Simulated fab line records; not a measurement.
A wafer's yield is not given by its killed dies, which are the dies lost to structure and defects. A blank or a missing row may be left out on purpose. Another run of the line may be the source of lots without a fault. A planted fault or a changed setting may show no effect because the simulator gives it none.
Matching of chambers + flow n5_finfet + N5_FIN_SAQP_HM_OPEN_73 on rie_diel-04: 4 sister chambers
The step chemistry CHF3/O2, target SiO2, stops on a-Si, target depth 12 nm, time 16.8 s. 4 wafers are shown with their chamber, then 7 later ones without.

== WAFERS PAIRED WITH THEIR CHAMBERS ==
| wafer  | chamber | drypump_motor_current_A (A) |
|--------|---------|-----------------------------|
| L081.3 | 1       | 6.4                         |
| L085.2 | 2       | 5.6                         |
| L093.1 | 0       | 6.0                         |
| L093.4 | 3       | 5.2                         |

== WAFERS MISSING THEIR CHAMBER ==
| wafer  | drypump_motor_current_A (A) |
|--------|-----------------------------|
| L093.6 | 5.9                         |
| L094.1 | 6.4                         |
| L094.2 | 5.2                         |
| L094.5 | 5.2                         |
| L096.2 | 5.6                         |
| L096.4 | 5.6                         |
| L096.5 | 5.6                         |

== EACH ONE'S CHAMBER ==
| wafer  | from the rows above | in truth |
|--------|---------------------|----------|
| L093.6 | 0                   | 0        |
| L094.1 | 1                   | 1        |
| L094.2 | 3                   | 3        |
| L094.5 | 3                   | 3        |
| L096.2 | 2                   | 2        |
| L096.4 | 2                   | 2        |
| L096.5 | 2                   | 2        |
7 of 7 placed correctly. From these rows, 0 cannot be placed. 0 placed wrongly.
How it was worked out, from the rows above alone: a wafer's distance from a chamber is the root of the sum, over the readings, of the square of ((its reading less the chamber's mean) divided by the reading's scatter). The wafer belongs to the nearest chamber; if the next one is less than 2 further off, it can't be placed. The mean given for a chamber averages the wafers shown for that chamber. The scatter (one wafer shown for each chamber): square how far every hidden wafer sits from the nearest shown wafer, average those squares and take the square root.
